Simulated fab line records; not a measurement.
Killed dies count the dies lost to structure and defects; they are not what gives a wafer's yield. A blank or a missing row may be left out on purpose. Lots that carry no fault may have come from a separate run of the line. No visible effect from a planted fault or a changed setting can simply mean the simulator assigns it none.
Chamber matching | flow nand_harc | NHARC_P_M1_DESCUM_14 on rie_diel-01: 4 sister chambers
The step chemistry O2, time 3 s. 4 wafers are shown with their chamber, then 7 later ones without.

## EACH WAFER AND ITS CHAMBER
wafer  | chamber | rf_vpp_V (V)
L179.4 | 3       | 58.9
L183.5 | 2       | 57.7
L185.1 | 0       | 58.1
L185.5 | 1       | 58.0

## WAFERS WITH NO CHAMBER GIVEN
wafer  | rf_vpp_V (V)
L185.6 | 56.7
L186.1 | 56.7
L186.3 | 57.1
L186.5 | 58.4
L187.1 | 58.4
L187.3 | 58.4
L187.6 | 57.7

## WHICH CHAMBER EACH WENT THROUGH
wafer  | from the rows above               | in truth
L185.6 | can't be placed: 2 or 1 or 0 or 3 | 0
L186.1 | can't be placed: 2 or 1 or 0 or 3 | 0
L186.3 | can't be placed: 2 or 1 or 0 or 3 | 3
L186.5 | can't be placed: 0 or 1 or 3 or 2 | 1
L187.1 | can't be placed: 0 or 1 or 3 or 2 | 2
L187.3 | can't be placed: 0 or 1 or 3 or 2 | 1
L187.6 | can't be placed: 2 or 1 or 0 or 3 | 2
Correctly placed: 0 of 7. These rows do not allow placing 7 (true chamber among the candidates in 7). 0 placed wrongly.
How it was worked out, from the rows above alone: a wafer's distance from a chamber is the root of the sum, over the readings, of the square of ((its reading less the chamber's mean) divided by the reading's scatter). The wafer belongs to the nearest chamber; if the next one is less than 2 further off, it can't be placed. The mean given for a chamber averages the wafers shown for that chamber. The scatter: root of mean squared gap, hidden wafer to nearest shown wafer, with one shown wafer a chamber.
